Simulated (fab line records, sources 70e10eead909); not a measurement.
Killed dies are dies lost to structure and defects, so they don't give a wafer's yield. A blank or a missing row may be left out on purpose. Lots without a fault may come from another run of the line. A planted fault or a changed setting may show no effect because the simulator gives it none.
Chamber matching | flow nand_harc | NHARC_P_M1_PRE_CLEAN_32 on pecvd-02: 3 sister chambers
The step time 12 s. 16 wafers are shown with their chamber, then 8 later ones without.

WAFERS WITH THEIR CHAMBER
wafer  | chamber | heater_power_w (W)
L477.4 | 2       | 549
L477.5 | 0       | 594
L477.6 | 1       | 612
L480.2 | 1       | 578
L480.3 | 2       | 641
L480.4 | 0       | 582
L485.1 | 0       | 663
L485.4 | 0       | 660
L485.6 | 1       | 549
L490.4 | 2       | 641
L490.5 | 1       | 610
L490.6 | 0       | 567
L495.3 | 1       | 554
L495.5 | 1       | 567
L495.6 | 0       | 646
L497.3 | 2       | 662

SIGNATURES (means of the wafers above)
reading        | chamber 0 | chamber 1 | chamber 2 | scatter within a chamber
heater_power_w | 618.67    | 578.33    | 623.25    | 39.6
Rule: a wafer's distance from a chamber is the root of the sum, over the readings, of the square of ((its reading less the chamber's mean) divided by the reading's scatter). The wafer belongs to the nearest chamber; if the next one is less than 2 further off, it can't be placed. The scatter: the root of (the sum of the squares of (reading less its chamber's mean) over the shown wafers, divided by (wafers less chambers)).

WAFERS WITHOUT THEIR CHAMBER
wafer  | heater_power_w (W)
L497.5 | 649
L497.6 | 663
L498.1 | 663
L498.2 | 639
L498.4 | 647
L499.1 | 575
L499.2 | 574
L499.4 | 551

WHICH CHAMBER EACH WENT THROUGH
wafer  | from the rows above          | in truth
L497.5 | can't be placed: 2 or 0 or 1 | 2
L497.6 | can't be placed: 2 or 0 or 1 | 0
L498.1 | can't be placed: 2 or 0 or 1 | 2
L498.2 | can't be placed: 2 or 0 or 1 | 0
L498.4 | can't be placed: 2 or 0 or 1 | 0
L499.1 | can't be placed: 1 or 0 or 2 | 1
L499.2 | can't be placed: 1 or 0 or 2 | 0
L499.4 | can't be placed: 1 or 0 or 2 | 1
Placed correctly: 0 of 8. Can't be placed from these rows: 8 (the true chamber is among the candidates in 8). Placed wrongly: 0.
